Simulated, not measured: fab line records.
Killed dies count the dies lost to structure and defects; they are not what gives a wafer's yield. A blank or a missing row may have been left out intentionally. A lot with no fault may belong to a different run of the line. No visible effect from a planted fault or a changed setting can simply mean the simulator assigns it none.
Which of the tools did it? / flow n5Finfet / 12 lots, 36 wafers sampled, at 6 steps of a route of 1938

WHAT EACH GAUGE READ, for each wafer
N5_BEOL_M4_THK_MEAS_01.
lot=L075; measured=day 7 20:08; on=filmMetro-01; M4_ILD_THK (nm)=78.1 76.8 78.9
lot=L077; measured=day 8 05:35; on=filmMetro-02; M4_ILD_THK (nm)=78.3 79.8 80.0
lot=L079; measured=day 8 16:11; on=filmMetro-02; M4_ILD_THK (nm)=78.5 77.9 79.9
lot=L082; measured=day 9 03:01; on=filmMetro-01; M4_ILD_THK (nm)=77.2 77.8 79.8
lot=L083; measured=day 9 10:20; on=filmMetro-01; M4_ILD_THK (nm)=78.6 77.7 80.3
lot=L085; measured=day 10 01:17; on=filmMetro-01; M4_ILD_THK (nm)=78.9 79.9 80.5
lot=L087; measured=day 10 14:07; on=filmMetro-02; M4_ILD_THK (nm)=79.3 79.1 78.5
lot=L088; measured=day 11 03:19; on=filmMetro-01; M4_ILD_THK (nm)=78.2 79.2 80.5
lot=L091; measured=day 11 09:42; on=filmMetro-01; M4_ILD_THK (nm)=78.1 78.1 80.0
lot=L094; measured=day 12 07:44; on=filmMetro-02; M4_ILD_THK (nm)=78.3 79.0 78.7
lot=L095; measured=day 12 11:33; on=filmMetro-01; M4_ILD_THK (nm)=78.6 79.8 78.9
lot=L097; measured=day 13 09:54; on=filmMetro-02; M4_ILD_THK (nm)=78.2 79.8 80.3

TOOL THAT RAN EACH LOT (tool first, then ch and the chambers of the sampled wafers, then the start)
lot=L075; N5_BEOL_M2_CMP_52=cmp-01 ch 0,1,3, day 7 10:40; N5_BEOL_M2_DEP_57=pecvd-01 ch 0,2, day 7 11:09; N5_BEOL_M3_DEGAS_44=pvdSputter-03, day 7 16:19; N5_BEOL_M3_SPUTTER_81=pvdSputter-02, day 7 17:38; N5_BEOL_M3_ANNEAL_89=pvdSputter-02, day 7 18:09
lot=L077; N5_BEOL_M2_CMP_52=cmp-04 ch 1,3, day 7 16:56; N5_BEOL_M2_DEP_57=pecvd-02 ch 0,1, day 7 17:23; N5_BEOL_M3_DEGAS_44=pvdSputter-01, day 8 01:10; N5_BEOL_M3_SPUTTER_81=pvdSputter-03, day 8 02:56; N5_BEOL_M3_ANNEAL_89=pvdSputter-03, day 8 03:27
lot=L079; N5_BEOL_M2_CMP_52=cmp-01 ch 0,2, day 8 07:20; N5_BEOL_M2_DEP_57=pecvd-04 ch 1,2, day 8 07:49; N5_BEOL_M3_DEGAS_44=pvdSputter-02, day 8 11:07; N5_BEOL_M3_SPUTTER_81=pvdSputter-02, day 8 13:41; N5_BEOL_M3_ANNEAL_89=pvdSputter-02, day 8 14:12
lot=L082; N5_BEOL_M2_CMP_52=cmp-02 ch 0,2, day 8 17:38; N5_BEOL_M2_DEP_57=pecvd-04 ch 1,2, day 8 18:09; N5_BEOL_M3_DEGAS_44=pvdSputter-01, day 8 23:17; N5_BEOL_M3_SPUTTER_81=pvdSputter-01, day 9 00:27; N5_BEOL_M3_ANNEAL_89=pvdSputter-01, day 9 00:58
lot=L083; N5_BEOL_M2_CMP_52=cmp-01 ch 0,1, day 8 22:51; N5_BEOL_M2_DEP_57=pecvd-02 ch 1,2, day 8 23:23; N5_BEOL_M3_DEGAS_44=pvdSputter-03, day 9 05:58; N5_BEOL_M3_SPUTTER_81=pvdSputter-02, day 9 07:05; N5_BEOL_M3_ANNEAL_89=pvdSputter-02, day 9 07:36
lot=L085; N5_BEOL_M2_CMP_52=cmp-04 ch 0,2,3, day 9 16:41; N5_BEOL_M2_DEP_57=pecvd-02 ch 0,1,2, day 9 17:11; N5_BEOL_M3_DEGAS_44=pvdSputter-02, day 9 21:34; N5_BEOL_M3_SPUTTER_81=pvdSputter-02, day 9 22:47; N5_BEOL_M3_ANNEAL_89=pvdSputter-02, day 9 23:18
lot=L087; N5_BEOL_M2_CMP_52=cmp-01 ch 0,2,3, day 10 04:49; N5_BEOL_M2_DEP_57=pecvd-01 ch 0,1, day 10 05:17; N5_BEOL_M3_DEGAS_44=pvdSputter-02, day 10 10:22; N5_BEOL_M3_SPUTTER_81=pvdSputter-02, day 10 11:34; N5_BEOL_M3_ANNEAL_89=pvdSputter-02, day 10 12:05
lot=L088; N5_BEOL_M2_CMP_52=cmp-04 ch 0,2,3, day 10 15:21; N5_BEOL_M2_DEP_57=pecvd-02 ch 0,2, day 10 15:48; N5_BEOL_M3_DEGAS_44=pvdSputter-03, day 10 23:17; N5_BEOL_M3_SPUTTER_81=pvdSputter-02, day 11 00:48; N5_BEOL_M3_ANNEAL_89=pvdSputter-02, day 11 01:19
lot=L091; N5_BEOL_M2_CMP_52=cmp-04 ch 2,3, day 11 00:13; N5_BEOL_M2_DEP_57=pecvd-04 ch 0,1, day 11 00:40; N5_BEOL_M3_DEGAS_44=pvdSputter-03, day 11 05:55; N5_BEOL_M3_SPUTTER_81=pvdSputter-02, day 11 07:11; N5_BEOL_M3_ANNEAL_89=pvdSputter-02, day 11 07:43
lot=L094; N5_BEOL_M2_CMP_52=cmp-04 ch 0,1,2, day 11 17:28; N5_BEOL_M2_DEP_57=pecvd-04 ch 0,1,2, day 11 17:56; N5_BEOL_M3_DEGAS_44=pvdSputter-03, day 12 04:05; N5_BEOL_M3_SPUTTER_81=pvdSputter-03, day 12 05:14; N5_BEOL_M3_ANNEAL_89=pvdSputter-03, day 12 05:46
lot=L095; N5_BEOL_M2_CMP_52=cmp-02 ch 1,2,3, day 12 02:22; N5_BEOL_M2_DEP_57=pecvd-02 ch 0,1,2, day 12 02:50; N5_BEOL_M3_DEGAS_44=pvdSputter-02, day 12 08:02; N5_BEOL_M3_SPUTTER_81=pvdSputter-01, day 12 09:02; N5_BEOL_M3_ANNEAL_89=pvdSputter-01, day 12 09:34
lot=L097; N5_BEOL_M2_CMP_52=cmp-02 ch 0,2,3, day 12 21:41; N5_BEOL_M2_DEP_57=pecvd-02 ch 0,1, day 12 22:08; N5_BEOL_M3_DEGAS_44=pvdSputter-03, day 13 06:04; N5_BEOL_M3_SPUTTER_81=pvdSputter-01, day 13 07:23; N5_BEOL_M3_ANNEAL_89=pvdSputter-01, day 13 07:55
- N5_BEOL_M2_CMP_52: polishes, stops on SiOC, t overpolish 6.8 s, target thk 40 nm.
- N5_BEOL_M2_DEP_57: deposits SiCN from 3MS/NH3, target thk 8 nm, time 14 s.
- N5_BEOL_M3_DEGAS_44: time 60 s.
- N5_BEOL_M3_SPUTTER_81: material Cu, target thk 4.5 nm, time 8.29 s.
- N5_BEOL_M3_ANNEAL_89: time 240 s.

THE ANSWER, worked out from the rows above alone
Rule: the usual values come from the lots themselves. The widest of any qualifying gaps counts: lots, ordered by their means at a reading, are off when they make up no more than a third of the lots, leave a main group of 4 or more, and stand apart from it by 3 or more times the standard deviation of that group's means. A main group whose means are all the same, to the digits that the tables above print for the reading, isn't used. A lot without any number at a reading at which 4 lots or more have one is off too. Any other lot the step has rows for is counted as sound.
Nothing can be told from this: no lot is off at any reading shown.

WHAT THE SIMULATOR HAD INSERTED
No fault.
